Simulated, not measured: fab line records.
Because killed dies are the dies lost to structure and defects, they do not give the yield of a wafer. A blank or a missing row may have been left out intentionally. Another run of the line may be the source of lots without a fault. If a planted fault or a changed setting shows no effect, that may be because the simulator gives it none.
Which tool is to blame?    flow n5_finfet    24 lots, 72 wafers sampled, at 6 steps of a route of 1938

## WHAT THE GAUGES SHOWED, per wafer
N5_DUMMY_GATE_OVL_MEAS_16. Usual: GATE_OVL -0.3 nm, standard deviation 0.72.
lot   measured     on          GATE_OVL (nm)   flag
L074  day 2 23:39  overlay-01  0.4 0.3 -0.7    
L075  day 3 04:12  overlay-02  0.5 -0.1 -0.2   
L076  day 3 10:31  overlay-01  1.0 0.8 0.6     
L077  day 3 16:23  overlay-01  -0.3 0.5 -0.3   
L078  day 3 21:42  overlay-01  1.8 0.5 -0.3    
L079  day 4 05:36  overlay-01  0.7 0.2 0.3     
L080  day 4 09:24  overlay-02  -0.2 0.4 -1.2   
L081  day 4 19:44  overlay-02  -1.0 -0.9 -1.8  
L082  day 5 00:23  overlay-01  -0.7 -0.8 -0.3  
L083  day 5 04:08  overlay-02  -0.9 -1.6 -0.3  
L084  day 5 13:46  overlay-02  -2.1 -1.2 -1.1  
L085  day 5 17:46  overlay-02  -0.1 -0.2 -0.2  
L086  day 6 00:05  overlay-02  0.6 -0.3 -0.7   
L087  day 6 05:44  overlay-02  -0.6 -1.2 -1.7  
L088  day 6 08:56  overlay-01  -0.5 -1.2 -0.2  
L089  day 6 15:43  overlay-01  -0.3 -0.8 -0.7  
L090  day 6 22:36  overlay-01  -0.2 0.1 0.7    
L091  day 7 03:26  overlay-01  -0.5 -0.8 -0.6  
L092  day 7 13:46  overlay-01  1.1 0.5 0.7     
L093  day 7 19:32  overlay-02  -1.0 -1.0 -1.5  
L094  day 8 00:17  overlay-02  -0.1 -0.4 0.2   
L095  day 8 08:08  overlay-01  -1.0 -0.6 -0.1  
L096  day 8 14:55  overlay-01  0.2 -0.8 0.1    
L097  day 8 16:11  overlay-02  -1.1 -0.4 -0.1  

N5_SD_EPI_N_EPI_MEAS_23. Usual: thk_nm reads 58.8 nm (standard deviation 1.2).
lot   measured     on             thk_nm (nm)     flag
L074  day 3 06:31  film_metro-02  59.8 60.0 60.6  
L075  day 3 09:56  film_metro-01  58.7 59.1 58.7  
L076  day 3 16:44  film_metro-01  61.4 57.8 58.3  
L077  day 3 23:45  film_metro-01  58.5 58.0 58.9  
L078  day 4 03:27  film_metro-02  60.2 59.9 56.5  
L079  day 4 11:14  film_metro-02  58.9 57.9 59.0  
L080  day 4 16:28  film_metro-01  58.9 56.6 59.1  
L081  day 5 01:54  film_metro-02  57.8 59.2 58.3  
L082  day 5 07:19  film_metro-02  60.0 58.2 59.5  
L083  day 5 10:20  film_metro-01  57.2 60.1 59.4  
L084  day 5 19:56  film_metro-01  59.3 58.9 59.7  
L085  day 5 23:35  film_metro-02  57.9 57.0 59.0  
L086  day 6 06:02  film_metro-02  58.0 59.5 56.9  
L087  day 6 12:46  film_metro-01  60.7 59.3 57.3  
L088  day 6 15:34  film_metro-01  60.2 58.3 58.2  
L089  day 6 23:23  film_metro-01  60.6 57.5 60.0  
L090  day 7 05:04  film_metro-02  55.8 58.7 60.6  
L091  day 7 09:40  film_metro-01  58.4 58.7 59.5  
L092  day 7 19:34  film_metro-01  59.6 58.1 60.5  
L093  day 8 01:37  film_metro-02  58.3 57.4 59.2  
L094  day 8 05:55  film_metro-01  60.9 61.7 61.0  
L095  day 8 14:23  film_metro-02  58.9 57.5 59.6  
L096  day 8 23:54  film_metro-01  57.5 57.7 60.1  
L097  day 9 00:38  film_metro-02  58.8 58.8 56.1  

N5_SD_EPI_P_CD_MEAS_09 targets a cd of 240 nm. Usual: cd_nm reads 239.5 nm (standard deviation 0.85).
lot   measured     on         cd_nm (nm)         flag
L074  day 3 07:29  cd_sem-03  240.2 239.2 239.3  
L075  day 3 10:46  cd_sem-02  239.4 238.8 239.0  
L076  day 3 18:35  cd_sem-02  239.3 238.6 239.8  
L077  day 4 00:46  cd_sem-01  239.1 240.8 239.6  
L078  day 4 04:24  cd_sem-01  239.5 238.7 240.4  
L079  day 4 12:18  cd_sem-02  238.1 238.6 238.8  
L080  day 4 17:17  cd_sem-02  238.7 239.5 240.2  
L081  day 5 03:11  cd_sem-01  239.0 239.0 239.5  
L082  day 5 08:16  cd_sem-01  241.3 241.8 240.9  
L083  day 5 11:17  cd_sem-02  239.7 239.4 238.4  
L084  day 5 21:29  cd_sem-01  240.1 240.7 240.6  
L085  day 6 00:32  cd_sem-03  239.3 240.3 240.5  
L086  day 6 06:52  cd_sem-02  240.8 239.8 240.5  
L087  day 6 14:09  cd_sem-03  240.1 239.7 240.4  
L088  day 6 17:08  cd_sem-03  239.5 239.9 238.7  
L089  day 7 00:17  cd_sem-01  239.9 239.7 239.8  
L090  day 7 06:02  cd_sem-02  239.2 238.2 239.1  
L091  day 7 10:30  cd_sem-03  240.2 239.4 240.8  
L092  day 7 20:31  cd_sem-02  239.3 238.6 239.4  
L093  day 8 02:33  cd_sem-02  238.1 238.7 237.9  
L094  day 8 06:44  cd_sem-02  239.0 238.8 238.0  
L095  day 8 17:04  cd_sem-02  239.9 238.9 238.5  
L096  day 9 00:50  cd_sem-03  239.6 239.2 239.4  
L097  day 9 01:43  cd_sem-02  238.3 238.9 239.9  

N5_SDB_CD_MEAS_11 targets a cd of 50 nm. Usual: cd_nm reads 49.7 nm (standard deviation 1.1).
lot   measured     on         cd_nm (nm)      flag
L074  day 3 18:41  cd_sem-02  51.5 51.9 52.2  
L075  day 3 22:17  cd_sem-03  51.1 49.8 48.8  
L076  day 4 05:49  cd_sem-02  50.5 49.6 48.9  
L077  day 4 13:22  cd_sem-03  49.0 50.8 49.8  
L078  day 4 16:37  cd_sem-01  49.3 48.5 48.1  
L079  day 5 01:00  cd_sem-03  49.2 49.2 49.2  
L080  day 5 05:10  cd_sem-02  48.3 47.8 46.7  
L081  day 5 15:45  cd_sem-03  50.5 49.3 50.5  
L082  day 5 19:48  cd_sem-02  49.9 50.5 49.2  
L083  day 5 22:47  cd_sem-01  50.7 50.5 50.5  
L084  day 6 08:50  cd_sem-01  51.3 51.6 50.8  
L085  day 6 12:11  cd_sem-01  49.4 48.5 48.2  
L086  day 6 18:33  cd_sem-01  50.8 51.3 49.2  
L087  day 7 02:34  cd_sem-02  47.5 50.0 49.9  
L088  day 7 04:27  cd_sem-02  49.7 48.2 49.3  
L089  day 7 11:41  cd_sem-03  47.8 48.6 48.6  
L090  day 7 17:56  cd_sem-02  49.3 48.7 49.7  
L091  day 7 21:52  cd_sem-01  50.0 50.3 50.2  
L092  day 8 08:09  cd_sem-01  49.5 49.3 48.4  
L093  day 8 14:11  cd_sem-03  51.1 49.7 49.8  
L094  day 8 19:16  cd_sem-01  49.3 48.6 51.6  
L095  day 9 04:26  cd_sem-02  48.7 51.2 49.6  
L096  day 9 15:03  cd_sem-03  51.4 50.7 51.9  
L097  day 9 13:45  cd_sem-01  50.1 50.5 50.8  

## TOOL THAT RAN EACH LOT (tool first, then ch and the chambers of the sampled wafers, then the start)
lot   N5_DUMMY_GATE_ETCH_23            N5_ILD0_ALD_15
L074  rie_si-02 ch 0,2, day 3 01:28    ald_sin-03 ch 1,3, day 3 15:48
L075  rie_si-04 ch 2,3, day 3 04:59    ald_sin-02 ch 0,2,3, day 3 19:24
L076  rie_si-04 ch 0,1,2, day 3 11:45  ald_sin-02 ch 0,1,2, day 4 02:56
L077  rie_si-02 ch 1,2, day 3 17:10    ald_sin-02 ch 0,1,3, day 4 10:11
L078  rie_si-01 ch 0,1, day 3 22:35    ald_sin-03 ch 0,2,3, day 4 13:37
L079  rie_si-04 ch 0,1,2, day 4 06:25  ald_sin-01 ch 0,2,3, day 4 22:05
L080  rie_si-02 ch 1,3, day 4 11:22    ald_sin-01 ch 0,3, day 5 02:09
L081  rie_si-04 ch 0,3, day 4 20:58    ald_sin-01 ch 0,1,3, day 5 12:43
L082  rie_si-01 ch 0,1, day 5 01:12    ald_sin-03 ch 0,2, day 5 16:39
L083  rie_si-01 ch 0,2,3, day 5 05:07  ald_sin-01 ch 1,2, day 5 19:47
L084  rie_si-02 ch 1,3, day 5 14:34    ald_sin-03 ch 0,1,2, day 6 05:50
L085  rie_si-01 ch 1,2,3, day 5 18:39  ald_sin-02 ch 0,2,3, day 6 09:17
L086  rie_si-02 ch 0,2, day 6 01:09    ald_sin-02 ch 0,1,3, day 6 15:40
L087  rie_si-04 ch 0,1,2, day 6 06:32  ald_sin-03 ch 0,1,2, day 6 23:41
L088  rie_si-01 ch 2,3, day 6 09:56    ald_sin-01 ch 1,2,3, day 7 01:26
L089  rie_si-02 ch 0,3, day 6 16:53    ald_sin-01 ch 1,2, day 7 08:48
L090  rie_si-02 ch 1,2,3, day 6 23:26  ald_sin-01 ch 1,2,3, day 7 14:56
L091  rie_si-01 ch 0,3, day 7 04:14    ald_sin-03 ch 1,3, day 7 18:59
L092  rie_si-02 ch 1,3, day 7 14:46    ald_sin-02 ch 0,2, day 8 05:08
L093  rie_si-01 ch 0,1,2, day 7 20:20  ald_sin-03 ch 1,2, day 8 11:18
L094  rie_si-01 ch 0,1,2, day 8 01:05  ald_sin-02 ch 2,3, day 8 16:14
L095  rie_si-02 ch 1,3, day 8 09:10    ald_sin-01 ch 0,1, day 9 01:24
L096  rie_si-04 ch 0,1,2, day 8 16:08  ald_sin-03 ch 1,2, day 9 12:00
L097  rie_si-02 ch 0,2, day 8 17:23    ald_sin-01 ch 1,2,3, day 9 10:52
- N5_DUMMY_GATE_ETCH_23: etches poly-Si in HBr/Cl2/O2, target depth 41 nm, time 22.3 s.
- N5_ILD0_ALD_15: deposits SiNx, target thk 24 nm, pulse time 1 s, ald cycles 480.

## AS READ BY THE TOOLS THEMSELVES (means over the sampled wafers that have a number; for cases with no such wafer, the mark the record gives instead)
N5_DUMMY_GATE_ETCH_23. Usual: drypump_motor_current_A 5.9 A, standard deviation 0.41; oes_product_au 1.000 a.u., standard deviation 0.023; throttle_valve_pct 37.1 %, standard deviation 0.33.
lot   tool       drypump_motor_current_A (A)  oes_product_au (a.u.)  throttle_valve_pct (%)  flag
L074  rie_si-02  5.5                          0.994                  37.0                    
L075  rie_si-04  5.9                          1.004                  37.2                    
L076  rie_si-04  6.1                          0.991                  37.3                    
L077  rie_si-02  5.9                          0.979                  36.7                    
L078  rie_si-01  5.4                          1.006                  37.2                    
L079  rie_si-04  6.1                          0.988                  37.3                    
L080  rie_si-02  6.2                          0.998                  36.7                    
L081  rie_si-04  5.9                          0.989                  36.9                    
L082  rie_si-01  5.4                          1.012                  37.3                    
L083  rie_si-01  6.0                          0.997                  37.6                    
L084  rie_si-02  6.2                          1.003                  36.7                    
L085  rie_si-01  6.0                          0.982                  37.5                    
L086  rie_si-02  5.7                          1.013                  37.0                    
L087  rie_si-04  6.1                          0.980                  37.3                    
L088  rie_si-01  6.3                          0.984                  37.6                    
L089  rie_si-02  6.0                          1.039                  37.0                    
L090  rie_si-02  5.8                          0.994                  36.9                    
L091  rie_si-01  6.1                          0.984                  37.7                    
L092  rie_si-02  6.1                          1.000                  36.7                    
L093  rie_si-01  5.6                          1.013                  37.2                    
L094  rie_si-01  5.7                          1.013                  37.2                    
L095  rie_si-02  6.1                          1.019                  36.9                    
L096  rie_si-04  6.1                          0.979                  37.3                    
L097  rie_si-02  5.7                          1.022                  37.0                    

N5_ILD0_ALD_15. Usual: heater_power_w 837 W, standard deviation 91; precursor_pulse_height_rel 1.000, standard deviation 0.022.
lot   tool        heater_power_w (W)  precursor_pulse_height_rel  flag
L074  ald_sin-03  790                 1.005                       
L075  ald_sin-02  832                 0.982                       
L076  ald_sin-02  762                 1.002                       
L077  ald_sin-02  850                 0.989                       
L078  ald_sin-03  822                 0.974                       
L079  ald_sin-01  887                 1.018                       
L080  ald_sin-01  959                 0.998                       
L081  ald_sin-01  922                 0.983                       
L082  ald_sin-03  853                 1.008                       
L083  ald_sin-01  782                 0.983                       
L084  ald_sin-03  858                 0.981                       
L085  ald_sin-02  798                 1.001                       
L086  ald_sin-02  849                 1.008                       
L087  ald_sin-03  868                 0.995                       
L088  ald_sin-01  835                 1.014                       
L089  ald_sin-01  790                 0.998                       
L090  ald_sin-01  845                 1.006                       
L091  ald_sin-03  791                 0.982                       
L092  ald_sin-02  727                 0.984                       
L093  ald_sin-03  878                 1.016                       
L094  ald_sin-02  788                 1.006                       
L095  ald_sin-01  835                 1.012                       
L096  ald_sin-03  867                 0.974                       
L097  ald_sin-01  808                 1.001                       

## THE ANSWER, worked out from the rows above alone
Rule: take the mean of a lot's wafers that have a number; if it is more than 3 standard deviations from the usual mean, the lot is off. Also off: a lot with no number at a reading for which 4 or more lots have one. The other lots that the step has rows for count as sound. Order of review: gauges by route order, followed by the tools' own readings, for which a lot's mean as printed above is used. The first step at which some lot is off is used, and at that step the reading that is off furthest; a lot without a number counts as furthest.
Across all readings shown, no lot is off: no conclusion can be drawn from this.

## WHAT THE SIMULATOR PUT IN
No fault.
